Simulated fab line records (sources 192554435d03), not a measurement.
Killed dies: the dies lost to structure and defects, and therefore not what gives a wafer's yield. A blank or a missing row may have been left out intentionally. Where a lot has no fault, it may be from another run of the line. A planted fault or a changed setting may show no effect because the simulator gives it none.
Matching of chambers	flow n5 finfet	rie diel-01 running N5_MOL_CONTACT_COAG_ETCH_15: 4 sister chambers
The step etches SiNx in CH3F/O2, stops on Si:P, target depth 7 nm. 4 wafers are shown with their chamber, then 7 later ones without.

## WAFERS, EACH WITH ITS CHAMBER
wafer	chamber	showerhead plenum p Torr (Torr)
L087.4	2	1.99
L087.6	0	1.89
L095.1	3	2.08
L095.3	1	2.04

## WAFERS WITHOUT THEIR CHAMBER
wafer	showerhead plenum p Torr (Torr)
L095.6	2.08
L097.1	2.04
L097.2	2.08
L097.3	1.98
L097.4	1.88
L097.5	2.04
L097.6	1.98

## THE CHAMBER EACH PASSED THROUGH
wafer	from the rows above	in truth
L095.6	3	3
L097.1	1	1
L097.2	3	3
L097.3	2	2
L097.4	0	0
L097.5	1	1
L097.6	2	2
Correctly placed: 7 of 7. Not placeable from these rows: 0. Wrongly placed: 0.
How it was worked out, from the rows above alone: a wafer's distance from a chamber is the root of the sum, over the readings, of the square of ((its reading less the chamber's mean) divided by the reading's scatter). The wafer belongs to the nearest chamber; if the next one is less than 2 further off, it can't be placed. A chamber's mean is the mean of its shown wafers. The scatter: with one shown wafer a chamber, the root of the mean of the squares of how far each hidden wafer lies from its nearest shown one.
